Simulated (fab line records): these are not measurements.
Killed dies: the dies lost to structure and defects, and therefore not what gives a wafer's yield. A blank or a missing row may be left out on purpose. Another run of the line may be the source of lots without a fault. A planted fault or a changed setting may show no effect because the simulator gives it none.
Matching of chambers | flow nand harc | NHARC_A_ZERO_WELL_DESCUM_12 on rie diel-12 has 4 sister chambers
The step chemistry O2, time 3 s. 14 wafers are shown with their chamber, then 6 later ones without.

WAFERS, EACH WITH ITS CHAMBER
wafer  | chamber | showerhead plenum p Torr (Torr) | drypump motor current A (A) | throttle valve pct (%)
L161.1 | 1       | 1.88                            | 5.7                         | 11.317
L161.3 | 3       | 1.96                            | 5.8                         | 11.314
L161.5 | 2       | 1.80                            | 5.7                         | 11.296
L166.1 | 3       | 1.96                            | 5.7                         | 11.310
L166.4 | 2       | 1.80                            | 5.7                         | 11.315
L166.6 | 0       | 1.85                            | 5.5                         | 11.297
L169.1 | 3       | 1.96                            | 5.7                         | 11.316
L169.2 | 1       | 1.88                            | 5.7                         | 11.299
L169.3 | 2       | 1.80                            | 5.7                         | 11.309
L172.2 | 2       | 1.79                            | 5.7                         | 11.304
L172.3 | 3       | 1.96                            | 5.7                         | 11.321
L172.5 | 0       | 1.85                            | 5.5                         | 11.302
L176.2 | 1       | 1.88                            | 5.7                         | 11.314
L176.6 | 1       | 1.88                            | 5.6                         | 11.321

SIGNATURES, as means of the wafers listed above
reading                  | chamber 0 | chamber 1 | chamber 2 | chamber 3 | scatter within a chamber
showerhead plenum p Torr | 1.8500    | 1.8800    | 1.7975    | 1.9600    | 0.00274
drypump motor current A  | 5.500     | 5.675     | 5.700     | 5.725     | 0.0387
throttle valve pct       | 11.29950  | 11.31275  | 11.30600  | 11.31525  | 0.00739
Rule: for each reading, subtract the chamber's mean from the wafer's reading, divide by that reading's scatter and square the result; add these up over the readings and take the root, which gives the wafer's distance from the chamber. The wafer belongs to the nearest chamber; if the next one is less than 2 further off, it can't be placed. The scatter: the root of (the sum of the squares of (reading less its chamber's mean) over the shown wafers, divided by (wafers less chambers)).

WAFERS WHOSE CHAMBER IS MISSING
wafer  | showerhead plenum p Torr (Torr) | drypump motor current A (A) | throttle valve pct (%)
L181.2 | 1.85                            | 5.5                         | 11.317
L181.3 | 1.95                            | 5.7                         | 11.319
L181.6 | 1.79                            | 5.7                         | 11.313
L183.3 | 1.96                            | 5.7                         | 11.317
L183.5 | 1.79                            | 5.7                         | 11.327
L183.6 | 1.96                            | 5.8                         | 11.300

WHICH CHAMBER EACH ONE RAN IN
wafer  | from the rows above | in truth
L181.2 | 0                   | 0
L181.3 | 3                   | 3
L181.6 | 2                   | 2
L183.3 | 3                   | 3
L183.5 | 2                   | 2
L183.6 | 3                   | 3
Placed correctly: 6 of 6. From these rows, 0 cannot be placed. Number placed wrongly: 0.
